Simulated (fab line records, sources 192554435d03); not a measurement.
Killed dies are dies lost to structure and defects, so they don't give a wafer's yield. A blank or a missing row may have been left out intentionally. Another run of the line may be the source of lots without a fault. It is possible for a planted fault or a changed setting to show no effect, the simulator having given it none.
fab line records	flow n5Finfet
record: lots: 24	wafers: 72	lastDay: 19
route steps=1938 shown BEOL_M11@1591 BEOL_M12@1617
lots with no fault: from the same line, run without faults
startH: hours from the record's opening day to when the first of the lot's shown wafers began	waitH: hours since the lot's step before	" unchanged from the row above	L1.1+2: a row that stands for several wafers	- no value, or no start given	* or withheld: withheld	< > ~ a bound
route shown NAME@n: names a module that has steps shown in the file, with the first one's number in the route	usual: mean and standard deviation over wafers with no fault	same: alike in all rows	chamber/n: place in a boat	sites: each site's reading	_std_site: standard deviation of those values	_edge_site: inner sites' mean taken away from outer sites' mean	radiusMm: for every site, how far away it sits from the centre of the wafer	mask NAME#n: copy n	behind: the tool/chamber that last shaped the wafer	hold: why the lot was held/for how many hours/how that ended	device: which transistor (n, p or np) failed to switch	end of line: tests run on the same wafers once the route is complete	for a step that has no rows: nothing shown but its recipe	killed: at the first sort, the dies lost to defects and structure; wafer yield is something else	map: shows each die of a wafer: x if killed, . if not, _ if none is there
set.NAME: the setting as run; set.NAME@STEP: as run at that earlier step	model.NAME: the simulator's own value behind a step, which no gauge read
route steps across a sampled set of lots; one table per step, one row per wafer
services: when a tool's chamber went out of use (startH, in hours from the record's first day, below 0 if earlier), for how many hours, and the reason
== steps ==
step: N5_BEOL_M11_SURFACE_TREAT_76
recipe: gas: Ar	timeS: *	ionEnergyEv: *	ionCurrentMaCm2: 0.5	pressureMtorr: *	arFlowSccm: 30
usual: throttleValvePct: *
lot.wafer	tool	chamber	startH	waitH	throttleValvePct
L074.2	pvdSputter-02	-	223.48	0.3	*
L074.3	"	-	"	"	*
L074.5	"	-	"	"	*
L076.2	pvdSputter-03	-	233.84	0.2	*
L076.4	"	-	"	"	*
L076.5	"	-	"	"	*
L075.3	pvdSputter-02	-	236.54	0.3	*
L075.5	"	-	"	"	*
L075.6	"	-	"	"	*
L077.2	pvdSputter-02	-	249.62	0.2	*
L077.4	"	-	"	"	*
L077.5	"	-	"	"	*
L079.3	pvdSputter-01	-	255.95	0.2	*
L079.4	"	-	"	"	*
L079.6	"	-	"	"	*
L078.1	pvdSputter-03	-	256.88	0.3	*
L078.3	"	-	"	"	*
L078.5	"	-	"	"	*
L080.1	pvdSputter-02	-	260.46	0.4	*
L080.3	"	-	"	"	*
L080.4	"	-	"	"	*
L081.1	pvdSputter-02	-	282.78	1.0	*
L081.2	"	-	"	"	*
L081.5	"	-	"	"	*
L082.1	pvdSputter-01	-	288.78	0.2	*
L082.3	"	-	"	"	*
L082.4	"	-	"	"	*
L083.1	pvdSputter-02	-	300.65	0.2	*
L083.3	"	-	"	"	*
L083.6	"	-	"	"	*
L084.1	pvdSputter-01	-	308.96	0.2	*
L084.3	"	-	"	"	*
L084.4	"	-	"	"	*
L087.3	pvdSputter-02	-	325.06	0.3	*
L087.5	"	-	"	"	*
L087.6	"	-	"	"	*
L086.1	pvdSputter-02	-	326.42	0.3	*
L086.2	"	-	"	"	*
L086.6	"	-	"	"	*
L085.3	pvdSputter-03	-	326.65	0.2	*
L085.4	"	-	"	"	*
L085.6	"	-	"	"	*
L088.1	pvdSputter-03	-	327.65	0.2	*
L088.3	"	-	"	"	*
L088.5	"	-	"	"	*
L089.3	pvdSputter-02	-	331.70	0.2	*
L089.5	"	-	"	"	*
L089.6	"	-	"	"	*
L090.1	pvdSputter-03	-	332.17	0.2	*
L090.2	"	-	"	"	*
L090.4	"	-	"	"	*
L091.1	pvdSputter-03	-	343.70	0.2	*
L091.2	"	-	"	"	*
L091.4	"	-	"	"	*
L092.1	pvdSputter-03	-	347.16	0.2	*
L092.2	"	-	"	"	*
L092.6	"	-	"	"	*
L094.1	pvdSputter-01	-	353.25	0.2	*
L094.3	"	-	"	"	*
L094.4	"	-	"	"	*
L093.1	pvdSputter-01	-	353.45	0.2	*
L093.3	"	-	"	"	*
L093.6	"	-	"	"	*
L095.1	pvdSputter-03	-	364.25	0.2	*
L095.2	"	-	"	"	*
L095.5	"	-	"	"	*
L096.1	pvdSputter-02	-	389.13	0.2	*
L096.5	"	-	"	"	*
L096.6	"	-	"	"	*
L097.2	pvdSputter-03	-	398.58	0.2	*
L097.5	"	-	"	"	*
L097.6	"	-	"	"	*
step: N5_BEOL_M12_VIA_ETCH_16
recipe: chemistry: C4F8/O2/Ar	target: SiOC	pressureMtorr: 30	sourceW: 3000	biasW: 700	Ar_flow_sccm: 400	C4F8_flow_sccm: 15	O2_flow_sccm: 8	heInnerTorr: 15	heOuterTorr: 30	targetDepthA: 7248	timeS: withheld	ionEnergyEv: 250	ends: cleared
usual: C4F8_flow_sccm: 15.00/0.042	drypumpMotorCurrentA: 5.7/0.38	oesProductAu: 0.74/0.073	rfVppV: 664.5/2.8	showerheadPlenumPTorr: 3.39/0.096	throttleValvePct: 24.08/0.16
lot.wafer	tool	chamber	startH	waitH	C4F8_flow_sccm	drypumpMotorCurrentA	oesProductAu	rfVppV	showerheadPlenumPTorr	throttleValvePct
L074.2	rieDiel-01	0	225.66	0.0	14.99	5.2	0.84	664.0	3.35	24.08
L074.3	"	2	"	"	14.99	5.7	0.76	663.0	3.33	23.80
L074.5	"	1	"	"	15.05	5.5	0.61	664.1	3.37	24.66
L076.2	rieDiel-01	1	236.49	0.0	14.94	5.5	0.61	664.8	3.37	24.67
L076.4	"	0	"	"	15.06	5.2	0.84	663.9	3.34	24.08
L076.5	"	0	"	"	15.01	5.2	0.84	663.9	3.34	24.11
L075.3	rieDiel-06	3	238.83	0.0	14.96	6.2	0.61	659.7	3.23	24.27
L075.5	"	0	"	"	14.94	5.3	0.74	670.3	3.61	24.16
L075.6	"	1	"	"	14.90	5.6	0.65	664.7	3.39	23.99
L077.2	rieDiel-01	2	251.98	0.0	14.99	5.7	0.75	664.1	3.33	23.81
L077.4	"	2	"	"	15.00	5.8	0.76	662.5	3.33	23.78
L077.5	"	0	"	"	14.98	5.2	0.83	662.9	3.34	24.08
L079.3	rieDiel-06	1	257.87	0.0	15.00	5.6	0.65	665.9	3.38	24.04
L079.4	"	0	"	"	14.94	5.3	0.73	669.6	3.60	24.19
L079.6	"	1	"	"	14.99	5.6	0.64	665.1	3.38	24.03
L078.1	rieDiel-02	2	260.35	0.0	14.97	5.7	0.75	663.0	3.33	23.99
L078.3	"	3	"	"	14.99	5.2	0.63	669.8	3.53	24.12
L078.5	"	1	"	"	15.05	5.9	0.77	661.9	3.34	24.00
L080.1	rieDiel-01	1	263.21	0.0	14.99	5.6	0.87	662.2	3.37	24.36
L080.3	"	0	"	"	15.06	5.2	0.81	663.9	3.34	24.10
L080.4	"	3	"	"	14.98	6.4	0.80	663.8	3.36	24.08
L081.1	rieDiel-06	3	284.81	0.0	15.11	6.2	0.87	671.3	3.62	23.96
L081.2	"	0	"	"	14.95	5.3	0.71	670.7	3.60	24.19
L081.5	"	0	"	"	15.03	5.3	0.71	669.3	3.60	24.20
L082.1	rieDiel-01	1	290.90	0.0	15.04	5.5	0.85	664.8	3.36	24.38
L082.3	"	3	"	"	14.92	6.4	0.80	664.1	3.35	24.09
L082.4	"	0	"	"	15.05	5.2	0.80	663.0	3.33	24.09
L083.1	rieDiel-01	2	302.53	0.0	14.99	5.8	0.74	661.2	3.32	23.82
L083.3	"	0	"	"	14.97	5.2	0.81	663.3	3.33	24.12
L083.6	"	0	"	"	14.97	5.2	0.80	663.9	3.33	24.10
L084.1	rieDiel-01	2	311.00	0.0	14.97	5.8	0.73	662.3	3.32	23.84
L084.3	"	3	"	"	15.05	6.4	0.78	663.7	3.35	24.10
L084.4	"	1	"	"	14.97	5.6	0.83	662.8	3.36	24.39
L087.3	rieDiel-02	2	327.27	0.0	15.07	5.7	0.73	662.3	3.32	24.02
L087.5	"	2	"	"	14.95	5.7	0.73	661.1	3.32	24.02
L087.6	"	1	"	"	15.00	5.9	0.73	662.6	3.33	24.05
L086.1	rieDiel-01	0	328.71	0.0	15.00	5.2	0.79	664.7	3.33	24.12
L086.2	"	2	"	"	15.00	5.7	0.73	662.3	3.31	23.85
L086.6	"	2	"	"	15.04	5.8	0.73	662.5	3.31	23.84
L085.3	rieDiel-01	2	329.38	0.0	15.02	5.8	0.72	663.8	3.31	23.83
L085.4	"	0	"	"	14.97	5.2	0.78	662.9	3.33	24.11
L085.6	"	3	"	"	15.02	6.4	0.77	663.6	3.35	24.11
L088.1	rieDiel-02	3	331.56	0.0	14.94	5.2	0.62	668.0	3.52	24.15
L088.3	"	2	"	"	15.03	5.6	0.73	664.2	3.32	24.02
L088.5	"	2	"	"	14.97	5.7	0.73	663.3	3.32	24.01
L089.3	rieDiel-02	1	333.67	0.0	14.94	5.9	0.74	662.3	3.33	24.03
L089.5	"	2	"	"	14.94	5.6	0.73	662.6	3.32	24.00
L089.6	"	3	"	"	15.00	5.2	0.62	667.6	3.52	24.14
L090.1	rieDiel-06	3	334.22	0.0	15.03	6.2	0.85	671.6	3.62	23.97
L090.2	"	2	"	"	15.04	5.7	0.75	661.3	3.32	24.07
L090.4	"	0	"	"	15.02	5.3	0.69	669.3	3.59	24.21
L091.1	rieDiel-06	0	345.58	0.0	15.11	5.3	0.70	669.6	3.59	24.21
L091.2	"	2	"	"	15.03	5.7	0.74	661.9	3.32	24.10
L091.4	"	3	"	"	15.05	6.2	0.82	669.7	3.61	23.97
L092.1	rieDiel-01	1	349.77	0.0	14.95	5.5	0.80	662.9	3.35	24.41
L092.2	"	0	"	"	15.01	5.2	0.78	662.5	3.32	24.13
L092.6	"	3	"	"	14.95	6.4	0.77	662.2	3.34	24.14
L094.1	rieDiel-01	0	355.23	0.0	15.02	5.2	0.77	662.8	3.32	24.14
L094.3	"	1	"	"	15.01	5.5	0.80	665.7	3.35	24.40
L094.4	"	3	"	"	15.03	6.4	0.76	662.4	3.34	24.13
L093.1	rieDiel-02	2	355.85	0.0	15.08	5.7	0.73	662.8	3.31	24.03
L093.3	"	1	"	"	14.95	5.8	0.74	663.5	3.32	24.06
L093.6	"	1	"	"	15.02	5.8	0.73	661.2	3.32	24.03
L095.1	rieDiel-02	1	366.47	0.0	14.94	5.9	0.72	662.5	3.32	24.05
L095.2	"	2	"	"	14.95	5.7	0.72	662.0	3.31	24.01
L095.5	"	0	"	"	15.01	5.9	0.61	667.2	3.50	23.99
L096.1	rieDiel-02	1	391.55	0.0	15.01	5.9	0.72	662.4	3.31	24.06
L096.5	"	1	"	"	15.05	5.9	0.72	663.6	3.32	24.06
L096.6	"	2	"	"	15.04	5.7	0.71	661.3	3.30	24.04
L097.2	rieDiel-02	3	401.00	0.0	15.07	5.2	0.85	669.1	3.51	23.89
L097.5	"	2	"	"	15.04	5.6	0.71	661.9	3.30	24.04
L097.6	"	3	"	"	14.99	5.2	0.85	666.2	3.51	23.88
step: N5_BEOL_M12_STRIP_63
recipe: chemistry: N2/H2	powerW: 1000	tempC: 250	h2Frac: 0.65	overashFraction: 0.3	pressureMtorr: 1000	n2FlowSccm: 1750	h2FlowSccm: 3250
usual: drypumpMotorCurrentA: 5.9/0.49	heaterPowerW: 346/40	n2FlowSccm: 1750/5.7	oesProductAu: 0.693/0.0044	stripTimeToEndpointS: 42.5/0.75
same: overashFraction: 0.3
lot.wafer	tool	chamber	startH	waitH	drypumpMotorCurrentA	heaterPowerW	n2FlowSccm	oesProductAu	rfHoursCounterH	stripTimeToEndpointS
L074.2	plasmaAsher-01	1	225.86	-	6.4	325	1758	0.693	65	43.1
L074.3	"	0	"	"	5.4	406	1746	0.698	-	44.1
L074.5	"	0	"	"	5.4	408	1753	0.690	-	42.7
L076.2	plasmaAsher-02	0	236.69	-	6.2	303	1750	0.696	114	42.4
L076.4	"	0	"	"	6.2	299	1743	0.695	-	42.0
L076.5	"	1	"	"	5.4	324	1742	0.697	-	42.2
L075.3	plasmaAsher-01	0	239.05	-	5.3	403	1748	0.699	-	43.9
L075.5	"	1	"	"	6.4	324	1754	0.694	-	42.8
L075.6	"	0	"	"	5.3	399	1744	0.697	-	43.5
L077.2	plasmaAsher-02	0	252.19	-	6.2	302	1747	0.693	121	43.1
L077.4	"	0	"	"	6.2	300	1746	0.687	-	42.0
L077.5	"	0	"	"	6.2	304	1742	0.682	-	41.6
L079.3	plasmaAsher-02	0	258.10	-	6.2	299	1749	0.696	-	42.7
L079.4	"	1	"	"	5.4	321	1746	0.698	-	42.8
L079.6	"	1	"	"	5.4	319	1751	0.696	-	42.0
L078.1	plasmaAsher-01	0	260.55	-	5.3	399	1756	0.684	71	42.9
L078.3	"	0	"	"	5.4	402	1755	0.691	-	42.9
L078.5	"	0	"	"	5.3	388	1764	0.697	-	42.3
L080.1	plasmaAsher-01	0	263.41	-	5.3	405	1744	0.693	71	42.9
L080.3	"	0	"	"	5.3	394	1750	0.692	-	42.4
L080.4	"	1	"	"	6.4	320	1752	0.690	-	41.8
L081.1	plasmaAsher-01	1	285.00	-	6.4	331	1753	0.690	75	42.4
L081.2	"	0	"	"	5.3	398	1754	0.691	75	42.9
L081.5	"	0	"	"	5.3	404	1756	0.693	-	41.6
L082.1	plasmaAsher-01	0	291.10	-	5.3	398	1746	0.685	77	42.6
L082.3	"	1	"	"	6.4	325	1745	0.690	-	42.1
L082.4	"	0	"	"	5.3	396	1747	0.691	-	40.5
L083.1	plasmaAsher-01	0	302.73	-	5.3	409	1761	0.689	79	41.5
L083.3	"	0	"	"	5.3	403	1759	0.690	-	41.3
L083.6	"	1	"	"	6.4	328	1751	0.681	-	40.9
L084.1	plasmaAsher-01	0	311.20	-	5.3	392	1746	0.693	80	43.0
L084.3	"	0	"	"	5.3	410	1747	0.694	-	42.8
L084.4	"	1	"	"	6.4	335	1741	0.691	-	41.1
L087.3	plasmaAsher-01	1	327.49	-	6.4	330	1740	0.704	-	44.3
L087.5	"	0	"	"	5.3	400	1753	0.693	-	43.0
L087.6	"	1	"	"	6.4	328	1745	0.695	-	42.7
L086.1	plasmaAsher-01	0	328.91	-	5.3	399	1750	0.699	83	42.3
L086.2	"	1	"	"	6.4	332	1753	0.692	83	42.4
L086.6	"	0	"	"	5.3	401	1748	0.685	-	41.8
L085.3	plasmaAsher-01	1	329.60	-	6.4	332	1742	0.683	-	42.2
L085.4	"	0	"	"	5.3	397	1755	0.697	-	41.9
L085.6	"	0	"	"	5.4	399	1760	0.693	-	41.6
L088.1	plasmaAsher-02	0	331.77	-	6.2	304	1748	0.699	136	43.6
L088.3	"	0	"	"	6.2	293	1748	0.702	-	43.4
L088.5	"	0	"	"	6.1	303	1747	0.693	-	42.7
L089.3	plasmaAsher-01	1	333.89	-	6.4	330	1752	0.695	-	43.1
L089.5	"	0	"	"	5.3	398	1757	0.693	-	42.4
L089.6	"	1	"	"	6.4	319	1747	0.692	-	42.3
L090.1	plasmaAsher-01	1	334.42	-	6.4	328	1751	0.689	85	42.0
L090.2	"	0	"	"	5.4	405	1747	0.696	85	41.5
L090.4	"	1	"	"	6.4	320	1745	0.692	-	40.9
L091.1	plasmaAsher-01	1	345.78	-	6.4	332	1751	0.694	88	42.7
L091.2	"	0	"	"	5.4	402	1739	0.697	88	43.0
L091.4	"	0	"	"	5.4	392	1732	0.692	-	42.3
L092.1	plasmaAsher-02	0	350.13	-	6.2	304	1748	0.696	139	43.0
L092.2	"	1	"	"	5.4	321	1752	0.682	139	42.3
L092.6	"	1	"	"	5.4	319	1751	0.692	-	41.7
L094.1	plasmaAsher-01	0	355.43	-	5.4	397	1760	0.697	90	43.5
L094.3	"	1	"	"	6.4	325	1739	0.699	-	43.7
L094.4	"	0	"	"	5.3	405	1750	0.688	-	43.1
L093.1	plasmaAsher-02	0	356.05	-	6.1	294	1752	0.687	141	43.7
L093.3	"	0	"	"	6.2	290	1746	0.690	-	42.8
L093.6	"	0	"	"	6.2	300	1749	0.694	-	42.5
L095.1	plasmaAsher-01	0	366.67	-	5.3	405	1756	0.688	92	42.9
L095.2	"	1	"	"	6.4	333	1754	0.697	92	42.8
L095.5	"	0	"	"	5.3	400	1746	0.694	-	41.4
L096.1	plasmaAsher-02	1	391.75	-	5.4	327	1753	0.693	147	43.2
L096.5	"	0	"	"	6.2	303	1748	0.697	-	42.5
L096.6	"	1	"	"	5.4	328	1758	0.694	-	42.6
L097.2	plasmaAsher-02	0	401.20	-	6.2	306	1757	0.687	149	41.9
L097.5	"	1	"	"	5.4	323	1749	0.689	-	42.2
L097.6	"	0	"	"	6.2	308	1752	0.698	-	42.9
step: N5_BEOL_M12_CD_MEAS_28
recipe: targetCdNm: 160.2	landingEnergyEv: 500	detector: seInlens	polarity: opening
usual: cdNm: 160.9/1.1
lot.wafer	tool	chamber	startH	waitH	cdNm
L074.2	cdSem-01	0	226.53	-	161.6
L074.3	"	0	"	"	161.8
L074.5	"	0	"	"	162.5
L076.2	cdSem-02	0	237.22	-	159.6
L076.4	"	0	"	"	160.7
L076.5	"	0	"	"	161.4
L075.3	cdSem-02	0	239.57	-	160.4
L075.5	"	0	"	"	160.3
L075.6	"	0	"	"	160.6
L077.2	cdSem-02	0	252.84	-	162.8
L077.4	"	0	"	"	159.9
L077.5	"	0	"	"	162.6
L079.3	cdSem-02	0	258.74	-	159.4
L079.4	"	0	"	"	161.3
L079.6	"	0	"	"	160.7
L078.1	cdSem-01	0	261.20	-	161.7
L078.3	"	0	"	"	160.5
L078.5	"	0	"	"	162.3
L080.1	cdSem-01	0	263.95	-	160.8
L080.3	"	0	"	"	159.2
L080.4	"	0	"	"	158.9
L081.1	cdSem-01	0	285.66	-	161.3
L081.2	"	0	"	"	160.1
L081.5	"	0	"	"	159.5
L082.1	cdSem-03	0	291.77	-	157.8
L082.3	"	0	"	"	159.7
L082.4	"	0	"	"	158.2
L083.1	cdSem-01	0	303.28	-	160.6
L083.3	"	0	"	"	159.1
L083.6	"	0	"	"	160.8
L084.1	cdSem-01	0	311.86	-	163.7
L084.3	"	0	"	"	162.4
L084.4	"	0	"	"	163.3
L087.3	cdSem-01	0	328.01	-	161.1
L087.5	"	0	"	"	161.4
L087.6	"	0	"	"	162.3
L086.1	cdSem-03	0	329.57	-	160.7
L086.2	"	0	"	"	160.3
L086.6	"	0	"	"	159.2
L085.3	cdSem-02	0	330.24	-	161.9
L085.4	"	0	"	"	159.9
L085.6	"	0	"	"	160.2
L088.1	cdSem-01	0	332.44	-	159.8
L088.3	"	0	"	"	161.1
L088.5	"	0	"	"	160.2
L089.3	cdSem-01	0	334.41	-	159.2
L089.5	"	0	"	"	160.4
L089.6	"	0	"	"	161.6
L090.1	cdSem-01	0	334.95	-	161.7
L090.2	"	0	"	"	162.1
L090.4	"	0	"	"	161.5
L091.1	cdSem-03	0	346.45	-	162.0
L091.2	"	0	"	"	161.1
L091.4	"	0	"	"	162.1
L092.1	cdSem-02	0	350.80	-	161.5
L092.2	"	0	"	"	159.5
L092.6	"	0	"	"	159.8
L094.1	cdSem-01	0	356.09	-	160.3
L094.3	"	0	"	"	160.6
L094.4	"	0	"	"	161.4
L093.1	cdSem-03	0	356.94	-	160.4
L093.3	"	0	"	"	161.5
L093.6	"	0	"	"	161.4
L095.1	cdSem-02	0	367.33	-	160.6
L095.2	"	0	"	"	158.6
L095.5	"	0	"	"	161.1
L096.1	cdSem-01	0	392.45	-	162.2
L096.5	"	0	"	"	161.8
L096.6	"	0	"	"	161.3
L097.2	cdSem-03	0	401.86	-	162.3
L097.5	"	0	"	"	161.0
L097.6	"	0	"	"	159.7
step: N5_BEOL_M12_TRENCH_ETCH_34
recipe: chemistry: C4F8/O2/Ar	target: SiOC	targetDepthA: 3189.5	maskMaterial: SOC	pressureMtorr: 30	sourceW: 3000	biasW: 700	Ar_flow_sccm: 400	C4F8_flow_sccm: 15	O2_flow_sccm: 8	heInnerTorr: 15	heOuterTorr: 30	timeS: 125.5	ionEnergyEv: 250
usual: C4F8_flow_sccm: 15.00/0.043	drypumpMotorCurrentA: 5.7/0.33	oesProductAu: 0.79/0.082	rfVppV: 665/3	showerheadPlenumPTorr: 3.40/0.1	throttleValvePct: 24.07/0.15
lot.wafer	tool	chamber	startH	waitH	C4F8_flow_sccm	drypumpMotorCurrentA	oesProductAu	rfHoursCounterH	rfVppV	showerheadPlenumPTorr	throttleValvePct
L074.2	rieDiel-01	0	227.01	0.0	15.01	5.2	0.93	16	664	3.35	24.08
L074.3	"	1	"	"	14.99	5.5	0.67	246	663	3.37	24.66
L074.5	"	3	"	"	14.91	6.5	0.91	-	664	3.36	24.07
L076.2	rieDiel-01	2	237.67	0.0	15.03	5.7	0.84	75	662	3.33	23.79
L076.4	"	3	"	"	14.98	6.4	0.91	32	664	3.36	24.07
L076.5	"	1	"	"	15.01	5.5	0.67	-	664	3.37	24.64
L075.3	rieDiel-02	2	240.02	0.0	14.98	5.7	0.85	62	663	3.33	23.98
L075.5	"	3	"	"	15.04	5.2	0.71	-	669	3.53	24.10
L075.6	"	0	"	"	15.00	5.9	0.71	-	670	3.52	23.95
L077.2	rieDiel-06	1	253.30	0.0	15.04	5.6	0.72	196	664	3.38	24.03
L077.4	"	0	"	"	15.07	5.3	0.80	-	672	3.60	24.17
L077.5	"	1	"	"	15.01	5.6	0.72	-	663	3.38	24.02
L079.3	rieDiel-06	0	259.25	0.0	14.89	5.3	0.81	82	670	3.60	24.18
L079.4	"	1	"	"	15.08	5.6	0.72	-	665	3.38	24.03
L079.6	"	0	"	"	14.90	5.3	0.81	-	672	3.60	24.17
L078.1	rieDiel-06	0	261.66	0.0	14.91	5.3	0.80	82	672	3.60	24.18
L078.3	"	3	"	"	15.09	6.2	1.00	0	673	3.63	23.93
L078.5	"	2	"	"	14.98	5.7	0.86	-	665	3.33	24.06
L080.1	rieDiel-02	3	264.40	0.0	14.99	5.2	0.70	219	668	3.53	24.11
L080.3	"	1	"	"	14.95	5.8	0.85	50	662	3.34	24.01
L080.4	"	2	"	"	15.01	5.7	0.83	71	663	3.33	23.98
L081.1	rieDiel-06	0	286.11	0.0	15.00	5.3	0.79	90	670	3.60	24.19
L081.2	"	1	"	"	14.97	5.6	0.71	208	664	3.38	24.02
L081.5	"	1	"	"	15.03	5.6	0.71	-	665	3.38	24.02
L082.1	rieDiel-06	1	292.22	0.0	15.04	5.6	0.70	210	664	3.38	24.05
L082.3	"	0	"	"	14.99	5.3	0.79	92	671	3.60	24.20
L082.4	"	2	"	"	15.05	5.7	0.85	-	663	3.33	24.06
L083.1	rieDiel-02	3	303.73	0.0	15.05	5.2	0.69	232	669	3.52	24.14
L083.3	"	2	"	"	14.99	5.7	0.82	82	662	3.32	24.00
L083.6	"	0	"	"	15.02	5.9	0.69	-	668	3.51	23.96
L084.1	rieDiel-02	0	312.31	0.0	15.05	5.9	0.67	213	669	3.51	23.96
L084.3	"	3	"	"	15.01	5.2	0.69	235	668	3.52	24.13
L084.4	"	1	"	"	14.98	5.8	0.82	66	662	3.33	24.04
L087.3	rieDiel-01	2	328.46	0.0	14.96	5.7	0.80	107	662	3.31	23.85
L087.5	"	1	"	"	14.99	5.6	0.90	-	664	3.36	24.40
L087.6	"	2	"	"	14.96	5.8	0.81	-	661	3.31	23.84
L086.1	rieDiel-06	0	330.55	0.0	14.92	5.3	0.77	105	670	3.59	24.20
L086.2	"	1	"	"	14.93	5.6	0.70	224	665	3.37	24.06
L086.6	"	2	"	"	15.00	5.7	0.83	-	663	3.32	24.06
L085.3	rieDiel-02	0	331.12	0.0	14.93	5.9	0.68	220	668	3.51	23.98
L085.4	"	3	"	"	14.96	5.2	0.68	241	667	3.52	24.15
L085.6	"	1	"	"	14.97	5.9	0.82	-	662	3.33	24.04
L088.1	rieDiel-02	0	332.89	0.0	14.96	5.9	0.68	220	669	3.51	23.96
L088.3	"	3	"	"	15.00	5.2	0.68	241	667	3.51	24.14
L088.5	"	2	"	"	15.07	5.7	0.81	-	662	3.32	24.02
L089.3	rieDiel-01	1	334.87	0.0	14.96	5.6	0.89	24	664	3.35	24.40
L089.5	"	0	"	"	14.97	5.2	0.87	-	663	3.33	24.12
L089.6	"	1	"	"	14.99	5.6	0.90	-	663	3.35	24.39
L090.1	rieDiel-01	1	335.41	0.0	14.97	5.5	0.89	25	664	3.35	24.39
L090.2	"	2	"	"	14.99	5.7	0.81	109	663	3.31	23.84
L090.4	"	3	"	"	15.02	6.4	0.85	65	662	3.34	24.12
L091.1	rieDiel-02	2	347.15	0.0	15.04	5.7	0.81	98	664	3.31	24.04
L091.2	"	0	"	"	15.02	5.9	0.68	226	669	3.50	24.00
L091.4	"	1	"	"	15.10	5.9	0.82	-	662	3.32	24.04
L092.1	rieDiel-02	1	351.25	0.0	14.98	5.8	0.81	80	663	3.32	24.03
L092.2	"	3	"	"	14.95	5.2	0.68	246	666	3.51	24.15
L092.6	"	0	"	"	15.00	5.9	0.67	-	668	3.50	23.97
L094.1	rieDiel-02	3	356.54	0.0	14.95	5.2	0.69	249	668	3.51	24.17
L094.3	"	2	"	"	15.05	5.7	0.80	102	662	3.31	24.02
L094.4	"	0	"	"	15.05	5.9	0.68	230	668	3.50	23.99
L093.1	rieDiel-02	0	357.39	0.0	15.09	5.9	0.68	230	668	3.50	24.00
L093.3	"	2	"	"	14.94	5.7	0.79	102	663	3.31	24.03
L093.6	"	1	"	"	14.98	5.8	0.81	-	662	3.32	24.05
L095.1	rieDiel-02	2	367.88	0.0	14.95	5.6	0.79	107	662	3.31	24.03
L095.2	"	0	"	"	14.99	5.9	0.67	234	668	3.50	24.00
L095.5	"	1	"	"	15.05	5.8	0.79	-	664	3.32	24.06
L096.1	rieDiel-01	2	392.90	0.0	14.97	5.7	0.78	130	664	3.30	23.88
L096.5	"	3	"	"	14.96	6.4	0.83	-	664	3.33	24.15
L096.6	"	2	"	"	15.04	5.7	0.79	-	662	3.30	23.85
L097.2	rieDiel-01	0	402.55	0.0	15.01	5.2	0.84	78	663	3.31	24.15
L097.5	"	1	"	"	14.99	5.5	0.84	-	663	3.34	24.43
L097.6	"	2	"	"	14.99	5.8	0.77	-	664	3.30	23.87
step: N5_BEOL_M12_DEGAS_41
recipe: ambient: vacuum	tempC: 250	timeS: 60
usual: heaterPowerW: 338/36
lot.wafer	tool	chamber	startH	waitH	heaterPowerW
L074.2	pvdSputter-01	-	227.86	0.3	314
L074.3	"	-	"	"	284
L074.5	"	-	"	"	379
L076.2	pvdSputter-03	-	240.67	0.2	359
L076.4	"	-	"	"	391
L076.5	"	-	"	"	373
L075.3	pvdSputter-03	-	240.99	0.2	385
L075.5	"	-	"	"	385
L075.6	"	-	"	"	361
L077.2	pvdSputter-02	-	254.06	0.3	349
L077.4	"	-	"	"	343
L077.5	"	-	"	"	345
L079.3	pvdSputter-01	-	259.75	0.1	368
L079.4	"	-	"	"	314
L079.6	"	-	"	"	285
L078.1	pvdSputter-01	-	262.32	0.0	309
L078.3	"	-	"	"	381
L078.5	"	-	"	"	280
L080.1	pvdSputter-02	-	267.05	0.5	341
L080.3	"	-	"	"	354
L080.4	"	-	"	"	343
L081.1	pvdSputter-02	-	288.58	0.4	345
L081.2	"	-	"	"	311
L081.5	"	-	"	"	337
L082.1	pvdSputter-01	-	300.10	0.3	381
L082.3	"	-	"	"	287
L082.4	"	-	"	"	314
L083.1	pvdSputter-02	-	306.55	0.2	347
L083.3	"	-	"	"	348
L083.6	"	-	"	"	349
L084.1	pvdSputter-01	-	313.00	0.2	312
L084.3	"	-	"	"	288
L084.4	"	-	"	"	380
L087.3	pvdSputter-01	-	331.99	0.3	273
L087.5	"	-	"	"	286
L087.6	"	-	"	"	301
L086.1	pvdSputter-02	-	332.00	0.1	304
L086.2	"	-	"	"	357
L086.6	"	-	"	"	349
L085.3	pvdSputter-02	-	332.32	0.2	304
L085.4	"	-	"	"	342
L085.6	"	-	"	"	307
L088.1	pvdSputter-02	-	335.28	0.7	315
L088.3	"	-	"	"	358
L088.5	"	-	"	"	313
L089.3	pvdSputter-03	-	336.60	1.2	275
L089.5	"	-	"	"	360
L089.6	"	-	"	"	382
L090.1	pvdSputter-03	-	337.10	0.2	394
L090.2	"	-	"	"	278
L090.4	"	-	"	"	394
L091.1	pvdSputter-03	-	350.48	0.1	391
L091.2	"	-	"	"	382
L091.4	"	-	"	"	273
L092.1	pvdSputter-03	-	354.28	0.3	367
L092.2	"	-	"	"	399
L092.6	"	-	"	"	362
L094.1	pvdSputter-01	-	358.67	0.2	313
L094.3	"	-	"	"	389
L094.4	"	-	"	"	310
L093.1	pvdSputter-01	-	359.55	0.5	286
L093.3	"	-	"	"	312
L093.6	"	-	"	"	366
L095.1	pvdSputter-02	-	369.81	0.3	352
L095.2	"	-	"	"	311
L095.5	"	-	"	"	344
L096.1	pvdSputter-02	-	394.86	0.3	343
L096.5	"	-	"	"	348
L096.6	"	-	"	"	343
L097.2	pvdSputter-03	-	403.75	0.4	387
L097.5	"	-	"	"	366
L097.6	"	-	"	"	393
== services ==
tool	chamber	startH	hours	kind
rieDiel-02	0	212.15	22.1	repair
plasmaAsher-01	-	212.83	2.8	pm
rieDiel-06	3	215.95	2.9	repair
rieDiel-01	1	240.61	-	clean
rieDiel-01	1	240.61	-	consumableReplace:focusRing
rieDiel-01	1	240.61	16.8	scheduledDown
rieDiel-01	1	240.61	16.8	ventCycle
plasmaAsher-01	-	240.82	12.0	repair
rieDiel-06	3	242.73	-	clean
rieDiel-06	3	242.73	-	consumableReplace:focusRing
rieDiel-06	3	242.73	-	consumableReplace:showerhead
rieDiel-02	2	281.00	6.7	repair
rieDiel-01	2	307.95	1.8	repair
plasmaAsher-02	-	336.90	2.1	repair
rieDiel-06	0	360.39	6.0	repair
rieDiel-02	3	362.31	-	clean
rieDiel-02	3	362.31	-	consumableReplace:focusRing
rieDiel-02	3	362.31	18.8	scheduledDown
rieDiel-02	3	362.31	18.8	ventCycle
rieDiel-01	1	371.83	1.8	repair
pvdSputter-02	-	391.44	2.1	repair
== key ==
fault none
